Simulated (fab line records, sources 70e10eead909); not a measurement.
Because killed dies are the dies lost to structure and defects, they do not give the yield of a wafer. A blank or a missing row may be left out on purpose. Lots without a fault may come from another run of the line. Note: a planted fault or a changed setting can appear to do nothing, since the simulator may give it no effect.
Matching of chambers + flow nand-harc + rie-diel-04 running NHARC_A_STAIRCASE_DESCUM_312: 4 sister chambers
The step chemistry O2, time 3 s. 4 wafers are shown with their chamber, then 9 later ones without.

== EACH WAFER AND ITS CHAMBER ==
| wafer  | chamber | showerhead-plenum-p-Torr (Torr) |
|--------|---------|---------------------------------|
| L089.3 | 3       | 1.76                            |
| L092.1 | 0       | 1.85                            |
| L092.2 | 1       | 1.78                            |
| L092.5 | 2       | 2.06                            |

== WAFERS WITHOUT THEIR CHAMBER ==
| wafer  | showerhead-plenum-p-Torr (Torr) |
|--------|---------------------------------|
| L094.1 | 2.07                            |
| L094.2 | 1.85                            |
| L094.5 | 2.07                            |
| L096.2 | 1.78                            |
| L096.3 | 2.07                            |
| L096.4 | 2.05                            |
| L097.1 | 2.07                            |
| L097.3 | 1.78                            |
| L097.6 | 2.07                            |

== WHICH CHAMBER EACH WENT THROUGH ==
| wafer  | from the rows above | in truth                   |
|--------|---------------------|----------------------------|
| L094.1 | 2                   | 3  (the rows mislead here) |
| L094.2 | 0                   | 0                          |
| L094.5 | 2                   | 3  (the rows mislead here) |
| L096.2 | 1                   | 1                          |
| L096.3 | 2                   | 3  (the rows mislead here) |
| L096.4 | 2                   | 2                          |
| L097.1 | 2                   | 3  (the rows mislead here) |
| L097.3 | 1                   | 1                          |
| L097.6 | 2                   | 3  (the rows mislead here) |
Correct placement for 4 of the 9. From these rows, 0 cannot be placed. 5 placed wrongly.
How it was worked out, from the rows above alone: a wafer's distance from a chamber is the root of the sum, over the readings, of the square of ((its reading less the chamber's mean) divided by the reading's scatter). The wafer belongs to the nearest chamber; if the next one is less than 2 further off, it can't be placed. The mean given for a chamber averages the wafers shown for that chamber. The scatter: root of mean squared gap, hidden wafer to nearest shown wafer, with one shown wafer a chamber.
